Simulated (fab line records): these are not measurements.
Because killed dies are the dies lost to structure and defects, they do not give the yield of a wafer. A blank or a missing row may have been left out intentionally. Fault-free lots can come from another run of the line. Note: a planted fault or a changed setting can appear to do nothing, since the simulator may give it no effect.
Chamber matching :: flow n5_finfet :: N5_HKMG_FIN_WET_ETCH_87 on wet_bench-04 has 8 sister chambers
The step etches TiN in SC1, time 154.2 s, target depth 4.7 nm, rinse time 30 s. 16 wafers are shown with their chamber, then 7 later ones without.

EACH WAFER AND ITS CHAMBER
wafer: L479.2
chamber: 2
bath_guard_temp_C (C): 49.5
h2o2_flow_mL_min: 69.56

wafer: L479.5
chamber: 6
bath_guard_temp_C (C): 50.3
h2o2_flow_mL_min: 69.56

wafer: L480.3
chamber: 3
bath_guard_temp_C (C): 50.0
h2o2_flow_mL_min: 69.43

wafer: L480.5
chamber: 5
bath_guard_temp_C (C): 50.0
h2o2_flow_mL_min: 69.70

wafer: L480.6
chamber: 4
bath_guard_temp_C (C): 51.0
h2o2_flow_mL_min: 69.79

wafer: L481.2
chamber: 1
bath_guard_temp_C (C): 50.1
h2o2_flow_mL_min: 69.71

wafer: L481.5
chamber: 6
bath_guard_temp_C (C): 50.0
h2o2_flow_mL_min: 70.01

wafer: L481.6
chamber: 4
bath_guard_temp_C (C): 51.6
h2o2_flow_mL_min: 69.71

wafer: L485.2
chamber: 5
bath_guard_temp_C (C): 50.4
h2o2_flow_mL_min: 69.94

wafer: L485.4
chamber: 0
bath_guard_temp_C (C): 49.6
h2o2_flow_mL_min: 70.11

wafer: L485.6
chamber: 7
bath_guard_temp_C (C): 49.6
h2o2_flow_mL_min: 69.63

wafer: L486.1
chamber: 4
bath_guard_temp_C (C): 51.1
h2o2_flow_mL_min: 69.87

wafer: L486.4
chamber: 6
bath_guard_temp_C (C): 49.6
h2o2_flow_mL_min: 69.67

wafer: L486.6
chamber: 7
bath_guard_temp_C (C): 49.6
h2o2_flow_mL_min: 70.18

wafer: L488.3
chamber: 7
bath_guard_temp_C (C): 49.2
h2o2_flow_mL_min: 69.91

wafer: L488.4
chamber: 2
bath_guard_temp_C (C): 50.0
h2o2_flow_mL_min: 69.83

SIGNATURES, as means of the wafers listed above
reading: bath_guard_temp_C
chamber 0: 49.600
chamber 1: 50.100
chamber 2: 49.750
chamber 3: 50.000
chamber 4: 51.233
chamber 5: 50.200
chamber 6: 49.967
chamber 7: 49.467
scatter within a chamber: 0.309

reading: h2o2_flow_mL_min
chamber 0: 70.1100
chamber 1: 69.7100
chamber 2: 69.6950
chamber 3: 69.4300
chamber 4: 69.7900
chamber 5: 69.8200
chamber 6: 69.7467
chamber 7: 69.9067
scatter within a chamber: 0.206
Rule: for a wafer and a chamber, the distance is found by dividing, reading by reading, the gap between the wafer's reading and the chamber's mean by the reading's scatter, squaring, summing and taking the root. The wafer belongs to the nearest chamber; if the next one is less than 2 further off, it can't be placed. How the scatter is found: for the shown wafers, subtract from each reading the mean of its chamber, square and add these, divide the total by (wafers less chambers), then take the root.

WAFERS WITH NO CHAMBER GIVEN
wafer: L488.5
bath_guard_temp_C (C): 50.1
h2o2_flow_mL_min: 69.77

wafer: L489.2
bath_guard_temp_C (C): 50.1
h2o2_flow_mL_min: 69.76

wafer: L489.4
bath_guard_temp_C (C): 51.2
h2o2_flow_mL_min: 69.38

wafer: L489.6
bath_guard_temp_C (C): 50.4
h2o2_flow_mL_min: 69.64

wafer: L490.1
bath_guard_temp_C (C): 50.1
h2o2_flow_mL_min: 69.89

wafer: L490.2
bath_guard_temp_C (C): 50.2
h2o2_flow_mL_min: 70.30

wafer: L490.6
bath_guard_temp_C (C): 49.7
h2o2_flow_mL_min: 69.87

WHICH CHAMBER EACH WENT THROUGH
wafer: L488.5
from the rows above: can't be placed: 1 or 5 or 6 or 2 or 3 or 7
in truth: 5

wafer: L489.2
from the rows above: can't be placed: 1 or 5 or 6 or 2 or 3 or 7
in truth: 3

wafer: L489.4
from the rows above: can't be placed: 4 or 5 or 3 or 1
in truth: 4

wafer: L489.6
from the rows above: can't be placed: 1 or 5 or 6 or 3 or 2 or 4
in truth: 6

wafer: L490.1
from the rows above: can't be placed: 5 or 6 or 1 or 2 or 0 or 7 or 3
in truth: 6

wafer: L490.2
from the rows above: can't be placed: 0 or 5 or 6 or 1 or 7 or 2
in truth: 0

wafer: L490.6
from the rows above: can't be placed: 7 or 2 or 6 or 0 or 1 or 5 or 3
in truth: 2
0 of 7 placed correctly. Not placeable from these rows: 7 (in 7, the candidates include the true chamber). 0 placed wrongly.
